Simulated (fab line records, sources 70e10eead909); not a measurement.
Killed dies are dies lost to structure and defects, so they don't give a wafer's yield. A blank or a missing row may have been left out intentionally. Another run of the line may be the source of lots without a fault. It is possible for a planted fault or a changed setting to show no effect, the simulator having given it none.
fab line records | flow nand-harc
[record] lots = 6 wafers = 18 last-day = 24
route steps=1159 shown A_STAIRCASE@664 END@1159
lots untouched by any fault: they come from a run of this same line in which no faults occurred
start-h: hours from the record's opening day to when the first of the lot's shown wafers began | wait-h: hours since the lot's step before | " identical to the entry in the row above | L1.1+2: a row that stands for several wafers | - no value, or no start given | * or withheld: withheld | < > ~ a bound
route shown NAME@n: names a module that has steps shown in the file, with the first one's number in the route | usual: the fault-free wafers' mean and standard deviation | same: alike in all rows | chamber/n: place in a boat | sites: the reading at each site | _std_site: the standard deviation of these | _edge_site: the outer-site mean with the inner-site mean subtracted | radius-mm: how far each site lies from the wafer's centre | mask NAME#n: copy n | behind: the tool/chamber that last shaped the wafer | hold: why the lot went on hold/how many hours it stayed there/how the hold came to an end | device: transistor that didn't switch, given as n, p or np | end of line: tests of these same wafers at the route's end | a step without rows: its recipe alone | killed: at the first sort, the dies lost to defects and structure; wafer yield is something else | map: dies across one wafer; x = killed, . = not, _ = none there
set.NAME: setting as actually run; set.NAME@STEP: the setting as run at that earlier step | model.NAME: the simulator's own value behind a step, which no gauge read
certain route steps with their lots: each step a table, each wafer a row
services: the hour from which a tool's chamber was out of use, counted from the record's first day as start-h (under 0 if before that day), plus the number of hours and why
[[steps]]
[step NHARC_A_STAIRCASE_DESCUM_291]
[recipe] time-s = 3 o2-flow-sccm = 200 ar-flow-sccm = 0 bias-power-w = 0 chemistry = O2
[step NHARC_A_STAIRCASE_ETCH_292]
[recipe] cf4-flow-sccm = 100 chf3-flow-sccm = 30 ar-flow-sccm = 0 rf-w = 500 bias-w = 200 chemistry = CF4/CHF3
[usual] drypump-motor-current-A = 5.7/0.47 mfc-ar-sccm = 0.015/0.013 oes-product-au = 0.947/0.024 rf-vpp-V = 370.8/2.5 showerhead-plenum-p-Torr = 1.58/0.073 throttle-valve-pct = 16.802/0.01
// columns lot.wafer tool chamber start-h wait-h drypump-motor-current-A mfc-ar-sccm oes-product-au rf-hours-counter-h rf-vpp-V showerhead-plenum-p-Torr throttle-valve-pct
L690.2 rie-diel-11 1 249.23 0.1 6.2 0.040 0.935 18 372.5 1.63 16.792
L690.6 " 2 " " 5.8 0.026 0.916 - 372.5 1.57 16.794
L690.5 " 3 " " 6.5 0.031 0.923 - 367.5 1.48 16.809
L697.1 rie-diel-08 0 301.22 0.1 6.2 0.006 0.969 60 371.9 1.63 16.816
L697.5 " 0 " " 6.2 0.006 0.975 - 372.2 1.63 16.791
L697.6 " 1 " " 5.6 0.025 0.984 - 367.7 1.48 16.802
L698.3 rie-diel-09 1 308.97 0.1 4.9 0 0.986 17 369.7 1.55 16.804
L698.5 " 3 " " 5.5 0 0.959 - 374.9 1.70 16.821
L698.6 " 0 " " 5.0 0.013 0.981 - 370.6 1.57 16.816
L702.3 rie-diel-11 0 329.94 0.1 6.0 0 0.954 48 371.6 1.61 16.819
L702.5 " 2 " " 5.9 0.026 0.980 - 370.0 1.56 16.788
L702.6 " 3 " " 6.5 0.031 0.957 - 366.6 1.47 16.807
L701.1 rie-diel-09 1 333.05 0.1 4.9 0 0.958 27 368.1 1.55 16.789
L701.2 " 0 " " 5.1 0.013 0.955 26 371.2 1.57 16.799
L701.5 " 1 " " 4.9 0 0.965 - 371.3 1.55 16.810
L712.2 rie-diel-11 2 383.16 0.1 5.8 0.026 0.975 2 369.5 1.56 16.821
L712.5 " 1 " " 6.2 0.040 0.976 - 370.7 1.62 16.798
L712.6 " 2 " " 5.8 0.026 0.980 - 370.1 1.56 16.796
[step NHARC_A_STAIRCASE_HM_OPEN_460]
[recipe] o2-flow-sccm = 400 cos-flow-sccm = 20 ar-flow-sccm = 0 rf-w = 500 bias-w = 300 chemistry = O2/COS
[usual] drypump-motor-current-A = 5.7/0.47 mfc-ar-sccm = 0.015/0.013 oes-product-au = 1.000/0.0078 rf-vpp-V = 467/3 showerhead-plenum-p-Torr = 3.13/0.14 throttle-valve-pct = 28.332/0.0081
// columns lot.wafer tool chamber start-h wait-h drypump-motor-current-A mfc-ar-sccm oes-product-au rf-hours-counter-h rf-vpp-V showerhead-plenum-p-Torr throttle-valve-pct
L690.2 rie-diel-11 1 - - 6.2 0.040 0.995 18 469 3.24 28.337
L690.5 " 1 " " 6.2 0.040 1.002 - 469 3.24 28.329
L690.6 " 2 " " 5.9 0.026 0.984 - 467 3.11 28.349
L697.1 rie-diel-08 1 - - 5.6 0.025 1.002 64 464 2.93 28.337
L697.5 " 0 " " 6.2 0.006 0.997 - 470 3.23 28.330
L697.6 " 1 " " 5.6 0.025 0.994 - 463 2.93 28.332
L698.3 rie-diel-09 1 - - 4.9 0 1.009 17 467 3.08 28.341
L698.5 " 1 " " 4.9 0 1.015 - 466 3.08 28.324
L698.6 " 2 " " 4.9 0 1.003 - 466 3.09 28.343
L702.3 rie-diel-11 1 - - 6.2 0.040 1.010 46 470 3.23 28.337
L702.5 " 2 " " 5.8 0.026 0.988 - 465 3.10 28.334
L702.6 " 3 " " 6.5 0.031 1.000 - 463 2.92 28.342
L701.1 rie-diel-09 0 - - 5.1 0.013 1.004 26 467 3.11 28.339
L701.2 " 1 " " 4.9 0 1.000 27 466 3.08 28.342
L701.5 " 0 " " 5.1 0.013 0.998 - 469 3.11 28.327
L712.2 rie-diel-11 3 - - 6.4 0.031 1.014 2 464 2.92 28.332
L712.5 " 0 " " 6.0 0 1.004 - 468 3.18 28.329
L712.6 " 1 " " 6.2 0.040 1.015 - 470 3.22 28.324
[step NHARC_A_STAIRCASE_STRIP_461]
[recipe] o2-flow-sccm = 400 cos-flow-sccm = 20 ar-flow-sccm = 0 bias-w = 0 chemistry = O2/COS
[step NHARC_A_STAIRCASE_ETCH_452]
[recipe] target-depth-a = 300 overetch-a = 30 time-s = 16.5 ion-energy-ev = 100 cf4-flow-sccm = 80 o2-flow-sccm = 20 ar-flow-sccm = 0 rf-w = 300 bias-w = 100 chemistry = CF4/O2
[usual] drypump-motor-current-A = 5.7/0.47 mfc-ar-sccm = 0.014/0.013 oes-product-au = 1.001/0.0073 rf-vpp-V = 197.9/1.6 showerhead-plenum-p-Torr = 1.34/0.063 throttle-valve-pct = 13.396/0.0092
// columns lot.wafer tool chamber start-h wait-h drypump-motor-current-A mfc-ar-sccm oes-product-au rf-hours-counter-h rf-vpp-V showerhead-plenum-p-Torr throttle-valve-pct
L690.2 rie-diel-11 3 - - 6.5 0.031 1.008 19 195.4 1.25 13.405
L690.5 " 1 " " 6.2 0.040 1.002 - 198.9 1.39 13.409
L690.6 " 2 " " 5.8 0.026 0.987 - 197.4 1.33 13.397
L697.1 rie-diel-08 1 - - 5.6 0.025 1.013 64 195.7 1.25 13.400
L697.5 " 3 " " 5.5 0.016 0.997 - 196.2 1.29 13.393
L697.6 " 0 " " 6.2 0.006 0.998 - 198.7 1.38 13.402
L698.3 rie-diel-09 3 - - 5.5 0 1.007 18 200.6 1.44 13.396
L698.6 " 3 " " 5.5 0 1.012 - 200.3 1.44 13.394
L698.5 " 0 " " 5.0 0.013 1.008 - 197.5 1.33 13.399
L702.3 rie-diel-11 0 - - 6.0 0 1.004 48 196.8 1.36 13.402
L702.5 " 0 " " 6.0 0 1.002 - 198.5 1.36 13.380
L702.6 " 1 " " 6.2 0.040 1.000 - 199.1 1.38 13.411
L701.2 rie-diel-09 3 - - 5.5 0 1.003 29 199.6 1.44 13.377
L701.1 " 1 " " 4.9 0 1.004 27 197.9 1.31 13.389
L701.5 " 3 " " 5.5 0 0.995 - 201.2 1.44 13.404
L712.2 rie-diel-11 0 - - 6.0 0 0.998 3 198.4 1.36 13.400
L712.6 " 3 " " 6.5 0.031 1.007 - 196.0 1.24 13.396
L712.5 " 0 " " 6.0 0 1.022 - 199.5 1.36 13.412
[step NHARC_A_STAIRCASE_ETCH_294]
[recipe] target-depth-a = 49920 time-s = 1212.4 ion-energy-ev = 800 c4f8-flow-sccm = 80 o2-flow-sccm = 60 ar-flow-sccm = withheld rf-w = 600 bias-w = 3000 chemistry = C4F8/O2/Ar
[usual] oes-product-au = 0.934/0.011 rf-vpp-V = 1827/12
// columns lot.wafer tool chamber start-h wait-h oes-product-au rf-hours-counter-h rf-vpp-V
L690.2 rie-diel-11 3 - - 0.926 19 1811
L690.6 " 1 " " 0.928 - 1837
L690.5 " 2 " " 0.922 - 1827
L697.1 rie-diel-08 0 - - 0.931 61 1835
L697.5 " 3 " " 0.937 - 1817
L697.6 " 0 " " 0.929 - 1836
L698.3 rie-diel-09 2 - - 0.942 19 1825
L698.5 " 1 " " 0.946 - 1824
L698.6 " 2 " " 0.943 - 1824
L702.3 rie-diel-11 2 - - 0.934 48 1825
L702.5 " 0 " " 0.944 - 1832
L702.6 " 1 " " 0.958 - 1834
L701.2 rie-diel-09 3 - - 0.935 29 1845
L701.1 " 1 " " 0.938 27 1824
L701.5 " 1 " " 0.947 - 1824
L712.2 rie-diel-11 0 - - 0.942 3 1832
L712.5 " 2 " " 0.964 - 1826
L712.6 " 3 " " 0.967 - 1809
[step NHARC_A_STAIRCASE_STRIP_295]
[recipe] o2-flow-sccm = 500 ar-flow-sccm = 0 bias-w = 0 chemistry = O2
[step NHARC_A_STAIRCASE_STRIP_296]
[recipe] time-s = 900 temp-c = 130 chemistry = SPM
[step NHARC_A_STAIRCASE_PRECLEAN_297]
[recipe] time-s = * temp-c = 50 bath-age-min = 0 chemistry = SC1
[step NHARC_A_STAIRCASE_SRD_298]
[step NHARC_A_STAIRCASE_HM_DEP_462]
[recipe] target-thk-a = 8000 temp-c = 400 material = aC
[usual] susceptor-temp-C = 400.02/0.2 throttle-valve-pct = 34.998/0.0083
// columns lot.wafer tool chamber start-h wait-h susceptor-temp-C throttle-valve-pct
L690.2 acl-dep-02 0 253.63 2.2 - 34.982
L690.5 " 0 " " - 34.988
L690.6 " 0 " " - 35.009
L697.1 acl-dep-01 0 306.79 3.4 - 34.988
L697.5 " 0 308.00 4.6 - 35.005
L697.6 " 0 " " - 34.995
L698.3 acl-dep-01 0 311.77 0.7 399.70 34.993
L698.5 " 0 " " 400.19 35.015
L698.6 " 0 " " 400.29 35.000
L702.3 acl-dep-01 0 332.73 0.7 - 35.004
L702.5 " 0 " " - 34.988
L702.6 " 0 " " - 35.005
L701.1 acl-dep-01 0 336.54 1.1 399.88 34.990
L701.2 " 0 " " 399.99 34.998
L701.5 " 0 " " 399.95 34.989
L712.2 acl-dep-01 0 385.73 0.4 399.52 34.993
L712.5 " 0 " " 399.96 34.994
L712.6 " 0 " " 400.06 34.986
[step NHARC_A_STAIRCASE_DEP_301]
[recipe] target-thk-a = 300 target-thk-nm = 30 temp-c = 400 pressure-torr = 3.5 flow-sccm = 200 rf-w = 350 material = SiON
[usual] chamber-pressure-Torr = 3.501/0.0081 heater-power-outer-w = 416/48 heater-power-w = 716/88
// columns lot.wafer tool chamber start-h wait-h chamber-pressure-Torr heater-power-outer-w heater-power-w
L690.2 pecvd-02 1 255.24 1.3 3.521 489 865
L690.6 " 2 " " 3.498 433 743
L690.5 " 0 " " 3.504 388 660
L697.1 pecvd-03 0 308.69 1.6 - - -
L697.5 " 1 " " - - -
L697.6 " 0 " " - - -
L698.3 pecvd-04 1 313.05 1.0 - - -
L698.5 " 1 " " - - -
L698.6 " 2 " " - - -
L702.3 pecvd-03 1 333.99 1.0 3.497 362 706
L702.6 " 0 " " 3.505 452 759
L702.5 " 2 " " 3.511 354 573
L701.2 pecvd-03 0 339.06 1.9 3.508 444 724
L701.1 " 1 " " 3.510 462 850
L701.5 " 2 " " 3.511 307 505
L712.2 pecvd-03 1 387.34 1.3 3.500 470 843
L712.5 " 2 " " 3.494 356 574
L712.6 " 0 " " 3.496 482 790
[step NHARC_A_STAIRCASE_DEHYDRATE_302]
[recipe] temp-c = 150 time-s = 120
[step NHARC_END_SORT_01]
[recipe] temp-c = 25
[usual] killed-at-array = 27/10 killed-at-other = 0.6/1 killed-at-periphery = 3.4/2.7 killed-dies = 31/9.7 killed-open = 3.4/1.7 killed-short = 2.2/1.5
[same] gross-dies = 677
// columns lot.wafer tool chamber start-h wait-h killed-at-array killed-at-other killed-at-periphery killed-dies killed-open killed-short
L697.1 prober-01 0 494.03 2.5 672 1 4 677 5 5
L697.5 prober-01 0 497.29 3.8 677 0 0 677 1 0
L697.6 prober-01 0 498.11 4.1 674 0 3 677 3 1
L698.3 prober-02 0 495.64 3.1 669 3 5 677 6 2
L698.5 prober-02 0 497.21 3.7 671 2 4 677 3 1
L698.6 prober-02 0 498.00 3.9 673 2 2 677 4 1
// killed by level:class
L697.1 A_STAIRCASE:area-dep=652 A_CHANNEL_HOLE_D1:chamber-film-flake=6 A_CONTACT:geometric-particle:short=2 A_CONTACT:geometric-particle:open=2 P_M0:chamber-film-flake=2 A_ZERO_WELL:chamber-film-flake=2 A_STAIRCASE:chamber-film-flake=2 P_M0:geometric-particle:open=1
L698.3 A_STAIRCASE:area-dep=642 A_CHANNEL_HOLE_D1:chamber-film-flake=15 A_CONTACT:chamber-film-flake=4 THIN_TSV:chamber-film-flake=3 P_CONTACT:geometric-particle:open=2 A_CONTACT:geometric-particle:open=2 A_STAIRCASE:chamber-film-flake=2 P_CONTACT:geometric-particle:short=1
L698.5 A_STAIRCASE:area-dep=643 A_CHANNEL_HOLE_D1:chamber-film-flake=18 A_STAIRCASE:chamber-film-flake=4 A_WL_FILL:chamber-film-flake=3 P_GATE:chamber-film-flake=2 HYBRID_BOND:chamber-film-flake=2 P_M0:geometric-particle:open=1 A_ONON_D1:geometric-particle:open=1
L697.5 A_STAIRCASE:area-dep=664 A_CHANNEL_HOLE_D1:chamber-film-flake=6 A_STAIRCASE:chamber-film-flake=4 A_ONON_D1:geometric-particle:open=1 A_ZERO_WELL:chamber-film-flake=1 A_CONTACT:chamber-film-flake=1
L698.6 A_STAIRCASE:area-dep=641 A_CHANNEL_HOLE_D1:chamber-film-flake=19 A_CONTACT:chamber-film-flake=3 A_STAIRCASE:chamber-film-flake=3 A_WL_FILL:chamber-film-flake=2 THIN_TSV:chamber-film-flake=2 P_M2:geometric-particle:open=1 A_SLIT:geometric-particle:short=1
L697.6 A_STAIRCASE:area-dep=667 A_STAIRCASE:chamber-film-flake=3 P_GATE:geometric-particle:open=1 A_ONON_D1:geometric-particle:open=1 A_CHANNEL_FILL_D1:geometric-particle:open=1 A_CONTACT:geometric-particle:short=1 P_GATE:chamber-film-flake=1 P_M0:chamber-film-flake=1
// map L697.1 (x killed, . not)
____________x____________
_________xxxxxxx_________
_______xxxxxxxxxxx_______
______xxxxxxxxxxxxx______
_____xxxxxxxxxxxxxxx_____
____xxxxxxxxxxxxxxxxx____
____xxxxxxxxxxxxxxxxx____
___xxxxxxxxxxxxxxxxxxx___
___xxxxxxxxxxxxxxxxxxx___
__xxxxxxxxxxxxxxxxxxxxx__
__xxxxxxxxxxxxxxxxxxxxx__
_xxxxxxxxxxxxxxxxxxxxxxx_
_xxxxxxxxxxxxxxxxxxxxxxx_
_xxxxxxxxxxxxxxxxxxxxxxx_
_xxxxxxxxxxxxxxxxxxxxxxx_
_xxxxxxxxxxxxxxxxxxxxxxx_
xxxxxxxxxxxxxxxxxxxxxxxxx
xxxxxxxxxxxxxxxxxxxxxxxxx
xxxxxxxxxxxxxxxxxxxxxxxxx
xxxxxxxxxxxxxxxxxxxxxxxxx
xxxxxxxxxxxxxxxxxxxxxxxxx
_xxxxxxxxxxxxxxxxxxxxxxx_
_xxxxxxxxxxxxxxxxxxxxxxx_
_xxxxxxxxxxxxxxxxxxxxxxx_
_xxxxxxxxxxxxxxxxxxxxxxx_
_xxxxxxxxxxxxxxxxxxxxxxx_
__xxxxxxxxxxxxxxxxxxxxx__
__xxxxxxxxxxxxxxxxxxxxx__
___xxxxxxxxxxxxxxxxxxx___
___xxxxxxxxxxxxxxxxxxx___
____xxxxxxxxxxxxxxxxx____
____xxxxxxxxxxxxxxxxx____
_____xxxxxxxxxxxxxxx_____
______xxxxxxxxxxxxx______
_______xxxxxxxxxxx_______
_________xxxxxxx_________
____________x____________
// map L698.3 (x killed, . not)
____________x____________
_________xxxxxxx_________
_______xxxxxxxxxxx_______
______xxxxxxxxxxxxx______
_____xxxxxxxxxxxxxxx_____
____xxxxxxxxxxxxxxxxx____
____xxxxxxxxxxxxxxxxx____
___xxxxxxxxxxxxxxxxxxx___
___xxxxxxxxxxxxxxxxxxx___
__xxxxxxxxxxxxxxxxxxxxx__
__xxxxxxxxxxxxxxxxxxxxx__
_xxxxxxxxxxxxxxxxxxxxxxx_
_xxxxxxxxxxxxxxxxxxxxxxx_
_xxxxxxxxxxxxxxxxxxxxxxx_
_xxxxxxxxxxxxxxxxxxxxxxx_
_xxxxxxxxxxxxxxxxxxxxxxx_
xxxxxxxxxxxxxxxxxxxxxxxxx
xxxxxxxxxxxxxxxxxxxxxxxxx
xxxxxxxxxxxxxxxxxxxxxxxxx
xxxxxxxxxxxxxxxxxxxxxxxxx
xxxxxxxxxxxxxxxxxxxxxxxxx
_xxxxxxxxxxxxxxxxxxxxxxx_
_xxxxxxxxxxxxxxxxxxxxxxx_
_xxxxxxxxxxxxxxxxxxxxxxx_
_xxxxxxxxxxxxxxxxxxxxxxx_
_xxxxxxxxxxxxxxxxxxxxxxx_
__xxxxxxxxxxxxxxxxxxxxx__
__xxxxxxxxxxxxxxxxxxxxx__
___xxxxxxxxxxxxxxxxxxx___
___xxxxxxxxxxxxxxxxxxx___
____xxxxxxxxxxxxxxxxx____
____xxxxxxxxxxxxxxxxx____
_____xxxxxxxxxxxxxxx_____
______xxxxxxxxxxxxx______
_______xxxxxxxxxxx_______
_________xxxxxxx_________
____________x____________
[[services]]
// columns tool chamber start-h hours kind
rie-diel-08 0 229.99 1.4 repair
rie-diel-11 0 247.58 - clean
rie-diel-11 1 247.58 - clean
rie-diel-11 2 247.58 - clean
rie-diel-11 3 247.58 - clean
pecvd-02 - 250.95 2.3 repair
rie-diel-09 - 254.10 9.0 pm
pecvd-03 0 268.93 16.2 repair
rie-diel-11 0 272.08 - clean
rie-diel-11 1 272.08 - clean
rie-diel-11 2 272.08 - clean
rie-diel-11 3 272.08 - clean
pecvd-03 - 292.58 13.0 pm
acl-dep-01 - 293.79 13.0 pm
rie-diel-11 0 296.74 - clean
rie-diel-08 - 302.28 9.0 pm
pecvd-02 - 334.00 13.0 pm
rie-diel-08 0 341.33 3.9 repair
rie-diel-08 1 343.02 7.6 repair
rie-diel-08 3 343.92 6.9 repair
acl-dep-02 - 350.83 13.0 pm
pecvd-03 - 365.31 0.8 repair
rie-diel-11 - 366.51 9.0 pm
pecvd-04 - 376.00 13.0 pm
[[key]]
[first-sign] step = NHARC_A_STAIRCASE_DEP_301 reading = tool-record direction = missing
[effect] step = NHARC_END_SORT_01 reading = killed-dies direction = up sigmas = 67 usual = 31 struck = 677
[more-kills-born-at] NHARC_A_STAIRCASE_DEP_301@pecvd-03 = 1983 NHARC_A_STAIRCASE_DEP_301@pecvd-04 = 1926
met-at NHARC_A_STAIRCASE_DEP_301
struck-wafers L697.1,L697.5,L697.6,L698.3,L698.5,L698.6
later-rows-left-out L697.1,L697.5,L697.6,L698.3,L698.5,L698.6
tester-left-out L697,L698
[fault] kind = skipped-step-whole tool = pecvd-03,pecvd-04 chamber = - onset-h = 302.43 steps = NHARC_A_STAIRCASE_DEP_301 scope = struck-lots-only
// tester-left-out: of these lots the tester's yield and bins aren't shown, on N5 and GAA mostly nor the transistor test; their killed dies are dies lost to structure and defects alone, not to doping, threshold or leakage, so they don't give the yield
// later-rows-left-out: the simulator's readings of these wafers behind a module that went badly wrong aren't trusted and aren't shown, but for the sort
